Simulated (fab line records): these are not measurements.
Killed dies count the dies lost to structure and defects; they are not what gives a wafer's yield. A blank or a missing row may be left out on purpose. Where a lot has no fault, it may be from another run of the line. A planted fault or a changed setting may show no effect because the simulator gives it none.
Which tool is to blame?	flow n5Finfet	11 lots with 33 wafers sampled at 3 steps, on a route of 1938 steps

## WHAT THE GAUGES SHOWED, per wafer
N5_BEOL_M6_CD_MEAS_11: target cd 38.5 nm.
lot	measured	on	cdNm (nm)
L319	day 8 17:28	cdSem-02	39.1 38.4 38.2
L320	day 8 20:39	cdSem-01	38.2 37.9 39.2
L324	day 9 18:09	cdSem-02	38.7 38.3 38.3
L325	day 10 04:53	cdSem-02	38.7 39.1 38.4
L326	day 10 12:42	cdSem-01	38.2 38.1 38.5
L327	day 10 16:00	cdSem-02	38.2 39.0 39.2
L334	day 13 05:59	cdSem-02	38.5 37.8 39.4
L335	day 13 08:19	cdSem-02	38.7 38.2 37.6
L338	day 14 04:29	cdSem-02	38.8 38.3 38.9
L339	day 14 14:32	cdSem-01	38.5 38.8 37.5
L340	day 14 18:33	cdSem-01	38.5 39.5 38.6

N5_BEOL_M6_OVL_MEAS_29.
lot	measured	on	V5_OVL (nm)
L319	day 8 19:18	overlay-02	-0.3 0.3 -0.5
L320	day 8 22:35	overlay-02	1.5 -0.4 -0.3
L324	day 9 19:48	overlay-02	-0.3 -0.5 -0.7
L325	day 10 06:28	overlay-02	-1.2 -1.2 -0.3
L326	day 10 14:55	overlay-02	-0.3 0.9 -0.3
L327	day 10 17:43	overlay-02	0.3 0.8 1.4
L334	day 13 07:04	overlay-01	-0.6 -0.7 1.8
L335	day 13 10:07	overlay-01	1.0 -1.2 0.5
L338	day 14 10:10	overlay-02	-0.1 0.2 0.7
L339	day 14 16:53	overlay-02	1.0 0.5 -0.3
L340	day 14 21:00	overlay-02	-0.2 0.6 0.0

## WHICH TOOL RAN EACH LOT (tool, then ch and the chambers of the sampled wafers, then the start)
lot	N5_BEOL_M6_EXPOSE_25
L319	euvScanner-02 ch 0, day 8 19:08
L320	euvScanner-01 ch 0, day 8 22:25
L324	euvScanner-02 ch 0, day 9 19:38
L325	euvScanner-02 ch 0, day 10 06:18
L326	euvScanner-02 ch 0, day 10 14:46
L327	euvScanner-01 ch 0, day 10 17:33
L334	euvScanner-01 ch 0, day 13 06:55
L335	euvScanner-01 ch 0, day 13 09:57
L338	euvScanner-01 ch 0, day 14 09:59
L339	euvScanner-01 ch 0, day 14 16:43
L340	euvScanner-01 ch 0, day 14 20:50
- N5_BEOL_M6_EXPOSE_25: exposes mask V5, target cd 40 nm.

## AS READ BY THE TOOLS THEMSELVES (means over the sampled wafers that have a number; for cases with no such wafer, the mark the record gives instead)
N5_BEOL_M6_EXPOSE_25.
lot	tool	exposureDoseMJCm2
L319	euvScanner-02	44.97
L320	euvScanner-01	45.03
L324	euvScanner-02	44.08
L325	euvScanner-02	44.25
L326	euvScanner-02	44.36
L327	euvScanner-01	44.99
L334	euvScanner-01	44.89
L335	euvScanner-01	44.98
L338	euvScanner-01	44.98
L339	euvScanner-01	44.96
L340	euvScanner-01	44.96

## THE ANSWER, worked out from the rows above alone
Rule: the usual values come from the lots themselves. Put in order of their means at a reading, lots are off if they are a third of the lots or fewer, leave a main group of 4 or more, and stand apart from it by a gap of 3 or more times the standard deviation of the main group's means; of several such gaps the widest counts. A main group is skipped when, at the precision printed for the reading in the tables above, its means are all equal. A lot without any number at a reading at which 4 lots or more have one is off too. Any other lot the step has rows for is counted as sound. After the gauges, taken in route order, come the tools' own readings; for these a lot's mean is taken, as printed above. The first step at which some lot is off is used, and at that step the reading that is off furthest; a lot without a number counts as furthest.
Off: L324, L325, L326, at N5_BEOL_M6_EXPOSE_25 (exposureDoseMJCm2). Main group: mean 44.97, sd 0.037.
A tool fits if, at that step or a process step before it, it ran every lot that is off, and no sound lot after the first of them. One candidate fits, namely euvScanner-02 at N5_BEOL_M6_EXPOSE_25. Its last sound lot is L319 (day 8 19:08), its first lot that is off L324 (day 9 19:38): a fault that began between those two fits.
On the lots that are off, the tool's own readings at N5_BEOL_M6_EXPOSE_25 differ by more than 5 times the standard deviation of the sound lots' means, which bears it out; exposureDoseMJCm2 reads 44.23 there versus 44.97 on the sound lots.

## WHAT WAS PUT IN BY THE SIMULATOR
Process parameter drift: euvScanner-02, from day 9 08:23 on, at N5_BEOL_M6_EXPOSE_25. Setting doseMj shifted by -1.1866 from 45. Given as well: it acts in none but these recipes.
Shown lots that were struck: L324, L325, L326. The same result came from the rule above.
